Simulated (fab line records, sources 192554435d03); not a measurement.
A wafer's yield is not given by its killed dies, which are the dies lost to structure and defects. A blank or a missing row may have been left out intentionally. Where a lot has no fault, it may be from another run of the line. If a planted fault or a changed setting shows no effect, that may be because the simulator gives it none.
Split-lot study    flow n5Finfet    route with 1938 steps; 7 lots, 21 wafers read

== THE SPLIT ITSELF ==
At N5_BEOL_M11_PECVD_70 (deposits SiO2 from TEOS/O2, target thk 20 nm, time 22.7 s), the setting tempC was moved away from the recipe's 400 C on 5 of the 21 wafers read, by -3.3% to +3.9%. The other wafers ran this setting at the recipe's value.

The split's own step is where the reading is taken.

== THE READING ==
SiO2_of_BEOL_M11_PECVD_70.thkNm (the simulator's own value, which no gauge read), in nm, at N5_BEOL_M11_PECVD_70 (deposits SiO2 from TEOS/O2, target thk 20 nm, time 22.7 s). There is no usual value for it anywhere in the file. Across the 16 wafers here that went through the recipe, the average is 20.0 nm and the standard deviation 0.24 nm.

wafer   tool, chamber at the split  tempC as run, C  against the recipe  SiO2_of_BEOL_M11_PECVD_70.thkNm, nm  against lot-mates on the recipe
L075.2  pecvd-02, 1                 400              recipe              20.2                                 -
L075.3  pecvd-02, 2                 400              recipe              19.4                                 -
L075.6  pecvd-02, 2                 400              recipe              19.8                                 -
L079.2  pecvd-01, 1                 400              recipe              20                                   -
L079.5  pecvd-01, 2                 415.7            +3.9%               17.6                                 -2.4
L079.6  pecvd-01, 0                 415.7            +3.9%               18                                   -2.0
L078.2  pecvd-04, 1,2               400              recipe              20.2                                 -
L078.3  pecvd-04, 1,2               400              recipe              20.2                                 -
L078.6  pecvd-04, 0                 386.8            -3.3%               22.2                                 +2.0
L083.1  pecvd-04, 1                 400              recipe              19.8                                 -
L083.4  pecvd-04, 2                 400              recipe              20                                   -
L083.6  pecvd-04, 0                 400              recipe              20.4                                 -
L082.1  pecvd-02, 0                 400              recipe              20                                   -
L082.6  pecvd-02, 0                 400              recipe              20                                   -
L082.5  pecvd-02, 1                 400              recipe              20.2                                 -
L087.1  pecvd-01, 1                 411.8            +3.0%               18                                   -2.2
L087.4  pecvd-01, 0                 400              recipe              20.2                                 -
L087.5  pecvd-01, 2                 411.8            +3.0%               18.4                                 -1.8
L088.2  pecvd-04, 0                 400              recipe              19.6                                 -
L088.5  pecvd-04, 1,0               400              recipe              20                                   -
L088.6  pecvd-04, 1,0               400              recipe              20                                   -
Where a row lists several chambers, the file gives one row for several wafers and doesn't say which wafer went through which chamber.

THE FIT
A straight line over all 21 wafers: SiO2_of_BEOL_M11_PECVD_70.thkNm changes by -0.599 nm for each +1% of tempC; r = -0.97; the points scatter about the line by 0.25 nm.
The same after taking each lot's own level away (the mean of its wafers on the recipe; 21 wafers): -0.603 nm for each +1%; r = -0.98; scatter 0.22 nm.
That fit puts the effect of the largest move of tempC on the reading at 2.4 nm.
Across the lots, their own levels run from 19.80 to 20.20 nm, a range of 1.6 times the standard deviation given above.
So the lot-to-lot level changes the slope little: the two slopes agree.
Check: -2.36 nm against its lot-mates is what the line predicts for one of the wafers moved furthest among these (+3.9%) when that wafer is left out of the fit. It came out at -2.4 nm against them.

== FURTHER SPLITS ON THESE WAFERS ==
Note: prior to the reading, these wafers also went through further splits. Each is held against what the fit with the lots' levels taken away leaves over:
other split on the same wafers  wafers away from the commonest value  r with SiO2_of_BEOL_M11_PECVD_70.thkNm (lot level and that fit taken away)
N5_BEOL_M8_ILD_DEP_00 timeS     7                                     +0.05
N5_BEOL_M9_ILD_DEP_00 timeS     6                                     -0.02
N5_BEOL_M9_COAT_05 spinRpm      4                                     -0.10
N5_BEOL_M9_ETCH_66 timeS        9                                     -0.11

== THE FILE'S OWN FIT ==
SiO2_of_BEOL_M11_PECVD_70.thkNm changes by -0.604 nm for each +1% of tempC, r = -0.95.
